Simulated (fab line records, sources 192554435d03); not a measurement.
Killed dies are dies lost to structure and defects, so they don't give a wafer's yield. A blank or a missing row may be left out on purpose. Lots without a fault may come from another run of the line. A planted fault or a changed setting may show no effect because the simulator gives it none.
Chamber matching | flow n5_finfet | N5_BEOL_M0_STRIP_142 on rie_diel-06: 4 sister chambers
The step strips in N2/H2, time 10 s. 7 wafers are shown with their chamber, then 8 later ones without.

WAFERS WITH THEIR CHAMBER
wafer  | chamber | showerhead_plenum_p_Torr (Torr) | drypump_motor_current_A (A)
L076.3 | 0       | 2.69                            | 5.7
L082.1 | 2       | 2.63                            | 5.6
L082.6 | 0       | 2.69                            | 5.7
L086.3 | 3       | 2.46                            | 5.6
L086.4 | 2       | 2.62                            | 5.5
L086.6 | 1       | 2.48                            | 6.3
L088.3 | 3       | 2.46                            | 5.6

WAFERS WITHOUT THEIR CHAMBER
wafer  | showerhead_plenum_p_Torr (Torr) | drypump_motor_current_A (A)
L088.4 | 2.62                            | 5.5
L088.6 | 2.68                            | 5.7
L090.2 | 2.48                            | 6.3
L090.5 | 2.68                            | 5.7
L090.6 | 2.48                            | 6.3
L094.2 | 2.68                            | 5.7
L094.3 | 2.47                            | 6.3
L094.6 | 2.68                            | 5.7

WHICH CHAMBER EACH WENT THROUGH
wafer  | from the rows above | in truth
L088.4 | 2                   | 2
L088.6 | 0                   | 0
L090.2 | 1                   | 1
L090.5 | 0                   | 0
L090.6 | 1                   | 1
L094.2 | 0                   | 0
L094.3 | 1                   | 1
L094.6 | 0                   | 0
Placed correctly: 8 of 8. Can't be placed from these rows: 0. Placed wrongly: 0.
How it was worked out, from the rows above alone: a wafer's distance from a chamber is the root of the sum, over the readings, of the square of ((its reading less the chamber's mean) divided by the reading's scatter). The wafer belongs to the nearest chamber; if the next one is less than 2 further off, it can't be placed. A chamber's mean is the mean of its shown wafers. The scatter: the root of (the sum of the squares of (reading less its chamber's mean) over the shown wafers, divided by (wafers less chambers)).
